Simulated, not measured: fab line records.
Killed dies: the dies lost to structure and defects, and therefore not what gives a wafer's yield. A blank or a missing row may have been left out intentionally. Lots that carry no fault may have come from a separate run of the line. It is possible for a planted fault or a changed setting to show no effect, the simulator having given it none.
Struck lot and sound lot, side by side -- flow n5_finfet -- 16 out of 1938 route steps
Sound: the wafers L755.1, L755.3, L755.6. Struck: wafer L769.5 (L769.2, L769.6, from the same lot, were not struck and are left out); the cause is given at the end.
Per side, at each step with rows, come the tool, then ch with its chambers, and then its first start. Under that, the readings that differ: sound wafers -- struck wafers -- difference of the means -- sigmas: that difference in standard deviations of wafers without a fault.
alike: readings with means less than 2 such deviations apart, plus words and numbers identical on both sides. not compared: withheld readings, readings lacking a value on some wafer, bounds such as >300 that could conceal the same value, and numbers that have no deviation in the record and whose values overlap.
A row with sigmas, a row that says differs or no value, or rows on one side alone: a step with any of these is where the two part. Numbers that don't overlap but have no deviation are shown without sigmas and don't part them. A reading that every wafer of one side lacks parts them only if that side has two wafers or more.

first, 3 steps without rows for these wafers: N5_SD_EPI_P_PRECLEAN_32 (cleans in dHF, time 10 s); N5_SD_EPI_P_PRECLEAN_33 (cleans in SC2, time 45 s); N5_SD_EPI_P_SRD_25 (time 30 s).
N5_SD_EPI_P_INSPECT_26: inspects for defects (darkfield).
  sound on defect_inspect-02 at day 4 21:11; struck on defect_inspect-02 at day 8 12:17
  alike: raw_defect_count
N5_SD_ACTIVATION_RTA_00: time 0 s.
  sound on rtp_anneal-02 ch 0, day 4 21:19; struck on rtp_anneal-02 ch 0, day 8 12:20
  alike: lamp_power_pct, lamp_zone_2_pct, lamp_zone_6_pct, wafer_temp_C_max
N5_SD_ACTIVATION_LSA_01: time 0.0008 s.
  sound on laser_anneal-02 ch 0, day 4 21:31; struck on laser_anneal-01 ch 0, day 8 12:32
  alike: wafer_temp_C_max
N5_SD_ACTIVATION_RS_MEAS_03: a four-point-probe measurement.
  sound on film_metro-02 at day 4 21:44; struck on film_metro-02 at day 8 12:44
  alike: RS_SD_N, RS_SD_P
N5_SD_ACTIVATION_INSPECT_02: inspects for defects (darkfield).
  sound on defect_inspect-02 at day 4 22:03; struck on defect_inspect-01 at day 8 13:02
  alike: raw_defect_count
N5_ILD0_LINER_00: material SiNx, target thk 4 nm, pulse time 1 s, purge time 2 s.
  sound on ald_sin-04 ch 0,1,2, day 4 23:48; struck on ald_sin-04 ch 3, day 8 13:05
  alike: heater_power_w, precursor_pulse_height_rel
then, 2 steps without rows for these wafers: N5_ILD0_FCVD_FILL_01 (material SiO2 flowable, target thk 200 nm, time 328.3 s); N5_ILD0_CURE_02 (time 1800 s).
N5_ILD0_CMP_03: polishes, stops on SiNx, t overpolish 1.9 s, target thk 197.38 nm.
  sound on cmp-01 ch 1,2,3, day 5 02:14; struck on cmp-02 ch 3, day 8 15:43
reading,sound,struck,difference,sigmas
time_to_endpoint_s (s),74 73 69,134,+62,+16
model.SiNx_of_DUMMY_GATE_HM_DEP_06.thk_nm (nm),77 76.8 76,78.6,+2.0,
  alike: motor_current_A, overpolish_run_s, slurry_filter_dp_kPa
N5_ILD0_THK_MEAS_04:
  sound on film_metro-02 at day 5 02:28; struck on film_metro-02 at day 8 15:56
  alike: thk_nm
N5_ILD0_CMP_07: polishes SiO2 flowable, stops on poly-Si, t overpolish 1.18 s, target thk 138.88 nm.
  sound on cmp-04 ch 0,2, day 5 02:31; struck on cmp-02 ch 1, day 8 15:58
reading,sound,struck,difference,sigmas
slurry_filter_dp_kPa (kPa),13.29 13.43 13.27,13.65,+0.32,+2
  alike: motor_current_A
-- the record jumps here: 7 days lie between the struck wafers' starts before and after (it left off in module ILD0 and takes up again in module BEOL_M4, whose first step shown is number 1111 of the route) --
N5_BEOL_M4_RC_MEAS_101:
  sound on prober-02 ch 0, day 12 00:41; struck on prober-01 ch 0, day 15 06:31
reading,sound,struck,difference,sigmas
DIBL_N (mV/V),35.4 34.7 34.9,39.3,+4.3,+3
DIBL_P (mV/V),36.1 35.4 34.5,40.3,+5.0,+3
IOFF_N (nA/um),0.153 0.131 0.126,0.205,+0.068,+2
  alike: IOFF_P, ION_N, ION_P, SS_N, SS_P, VT_N, VT_P
-- a jump in the record: the struck wafers' starts before and after are 5 days apart (it breaks off in module BEOL_M4 and resumes in module PASSIVATION, where the first step shown is number 1936 of the route) --
N5_PASSIVATION_PROBE_49:
  rows exist in the record for the struck wafers here (prober-01, day 20 08:25), but not for the sound ones

WHERE THEY PART
Earliest at N5_ILD0_CMP_03; latest, in this record, at N5_PASSIVATION_PROBE_49.

WHY: whatever the simulator had introduced
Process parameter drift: cmp-02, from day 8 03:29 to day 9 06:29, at N5_ILD0_CMP_03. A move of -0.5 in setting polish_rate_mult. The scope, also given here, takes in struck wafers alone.
